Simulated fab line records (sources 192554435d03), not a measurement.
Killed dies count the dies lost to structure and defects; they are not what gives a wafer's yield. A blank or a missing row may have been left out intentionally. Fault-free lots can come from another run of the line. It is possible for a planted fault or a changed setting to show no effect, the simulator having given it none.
Split-lot study :: flow n5 finfet :: route with 1938 steps; 7 lots, 21 wafers read

THE SPLIT ITSELF
At N5_BEOL_M0_SAQP_ETCH_107 (etches SiNx in CH3F/O2, target depth 30 nm), the setting bias w was moved away from the recipe's 73 W on 8 of the 21 wafers read, by -6.6% to +15.0%. The other wafers ran this setting at the recipe's value.

The split's own step is where the reading is taken.

THE READING
rf vpp V, in V, at N5_BEOL_M0_SAQP_ETCH_107 (etches SiNx in CH3F/O2, target depth 30 nm). Fault-free wafers of this fab line usually give 293 V, standard deviation 5.4 V.

wafer: L077.1
tool, chamber at the split: rie diel-03, 2
bias w as run, W: 73
against the recipe: recipe
rf vpp V, V: 299
against lot-mates on the recipe: -

wafer: L077.5
tool, chamber at the split: rie diel-03, 1
bias w as run, W: 77.15
against the recipe: +5.7%
rf vpp V, V: 312
against lot-mates on the recipe: +13

wafer: L077.6
tool, chamber at the split: rie diel-03, 2
bias w as run, W: 73
against the recipe: recipe
rf vpp V, V: 299
against lot-mates on the recipe: -

wafer: L078.4
tool, chamber at the split: rie diel-04, 0
bias w as run, W: 68.17
against the recipe: -6.6%
rf vpp V, V: 288
against lot-mates on the recipe: -1

wafer: L078.5
tool, chamber at the split: rie diel-04, 2
bias w as run, W: 68.17
against the recipe: -6.6%
rf vpp V, V: 274
against lot-mates on the recipe: -15

wafer: L078.6
tool, chamber at the split: rie diel-04, 3
bias w as run, W: 73
against the recipe: recipe
rf vpp V, V: 289
against lot-mates on the recipe: -

wafer: L080.1
tool, chamber at the split: rie diel-05, 3
bias w as run, W: 73
against the recipe: recipe
rf vpp V, V: 289
against lot-mates on the recipe: -

wafer: L080.5
tool, chamber at the split: rie diel-05, 3
bias w as run, W: 73
against the recipe: recipe
rf vpp V, V: 288
against lot-mates on the recipe: -

wafer: L080.6
tool, chamber at the split: rie diel-05, 2
bias w as run, W: 73
against the recipe: recipe
rf vpp V, V: 298
against lot-mates on the recipe: -

wafer: L083.4
tool, chamber at the split: rie diel-05, 3
bias w as run, W: 73
against the recipe: recipe
rf vpp V, V: 288
against lot-mates on the recipe: -

wafer: L083.5
tool, chamber at the split: rie diel-05, 1
bias w as run, W: 73
against the recipe: recipe
rf vpp V, V: 295
against lot-mates on the recipe: -

wafer: L083.6
tool, chamber at the split: rie diel-05, 2
bias w as run, W: 73
against the recipe: recipe
rf vpp V, V: 297
against lot-mates on the recipe: -

wafer: L084.2
tool, chamber at the split: rie diel-04, 1
bias w as run, W: 73
against the recipe: recipe
rf vpp V, V: 288
against lot-mates on the recipe: -

wafer: L084.4
tool, chamber at the split: rie diel-04, 2
bias w as run, W: 73
against the recipe: recipe
rf vpp V, V: 288
against lot-mates on the recipe: -

wafer: L084.6
tool, chamber at the split: rie diel-04, 2
bias w as run, W: 79.17
against the recipe: +8.5%
rf vpp V, V: 307
against lot-mates on the recipe: +19

wafer: L096.3
tool, chamber at the split: rie diel-05, 2
bias w as run, W: 83.92
against the recipe: +15.0%
rf vpp V, V: 332
against lot-mates on the recipe: +45

wafer: L096.5
tool, chamber at the split: rie diel-05, 0
bias w as run, W: 83.92
against the recipe: +15.0%
rf vpp V, V: 332
against lot-mates on the recipe: +45

wafer: L096.6
tool, chamber at the split: rie diel-05, 3
bias w as run, W: 73
against the recipe: recipe
rf vpp V, V: 287
against lot-mates on the recipe: -

wafer: L097.2
tool, chamber at the split: rie diel-05, 3
bias w as run, W: 73
against the recipe: recipe
rf vpp V, V: 288
against lot-mates on the recipe: -

wafer: L097.4
tool, chamber at the split: rie diel-05, 1
bias w as run, W: 68.99
against the recipe: -5.5%
rf vpp V, V: 288
against lot-mates on the recipe: +0

wafer: L097.5
tool, chamber at the split: rie diel-05, 0
bias w as run, W: 68.99
against the recipe: -5.5%
rf vpp V, V: 285
against lot-mates on the recipe: -3

THE FIT
A straight line over all 21 wafers: rf vpp V changes by +2.31 V for each +1% of bias w; r = +0.93; the points scatter about the line by 5.7 V.
The same after taking each lot's own level away (the mean of its wafers on the recipe; 21 wafers): +2.36 V for each +1%; r = +0.93; scatter 5.7 V.
That fit puts the effect of the largest move of bias w on the reading at 35 V.
The lots' own levels span 287.0 to 299.0 V, that is 2.2 times the standard deviation above.
Hence the lot-to-lot level has little effect on the slope; both slopes agree.
Check: for one of the wafers moved furthest among these (+15.0%), held out of the fit, the line's prediction against its lot-mates is +34.4 V. Against them it came out at +45 V.
Tool readings at the split's step, against how far the setting was moved: rf vpp V r = +0.93.

THESE WAFERS: OTHER SPLITS
These wafers also went through other splits before the reading. Each is held against what the fit with the lots' levels taken away leaves over:
other split on the same wafers: N5_SD_EPI_P_DESCUM_14 time s
wafers away from the commonest value: 10
r with rf vpp V (lot level and that fit taken away): +0.21

other split on the same wafers: N5_SDB_ETCH_18 time s
wafers away from the commonest value: 9
r with rf vpp V (lot level and that fit taken away): -0.10

other split on the same wafers: N5_HKMG_FIN_EXPOSE_09 dose mj
wafers away from the commonest value: 5
r with rf vpp V (lot level and that fit taken away): +0.50

other split on the same wafers: N5_HKMG_FIN_PEB_10 peb time s
wafers away from the commonest value: 6
r with rf vpp V (lot level and that fit taken away): +0.43

other split on the same wafers: N5_MOL_CONTACT_COAG_ETCHBACK_135 time s
wafers away from the commonest value: 2
r with rf vpp V (lot level and that fit taken away): -0.15

other split on the same wafers: N5_MOL_CONTACT_COAG_VIA_ETCH_46 bias w
wafers away from the commonest value: 9
r with rf vpp V (lot level and that fit taken away): +0.03

other split on the same wafers: N5_BEOL_M0_SAQP_PECVD_00 time s
wafers away from the commonest value: 9
r with rf vpp V (lot level and that fit taken away): -0.27

other split on the same wafers: N5_BEOL_M0_SAQP_COAT_08 spin rpm
wafers away from the commonest value: 5
r with rf vpp V (lot level and that fit taken away): -0.01

other split on the same wafers: N5_BEOL_M0_SAQP_SPACER1_ALD_98 ald cycles
wafers away from the commonest value: 7
r with rf vpp V (lot level and that fit taken away): -0.40

FILE'S OWN FIT
rf vpp V changes by +2.44 V for each +1% of bias w, r = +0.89.
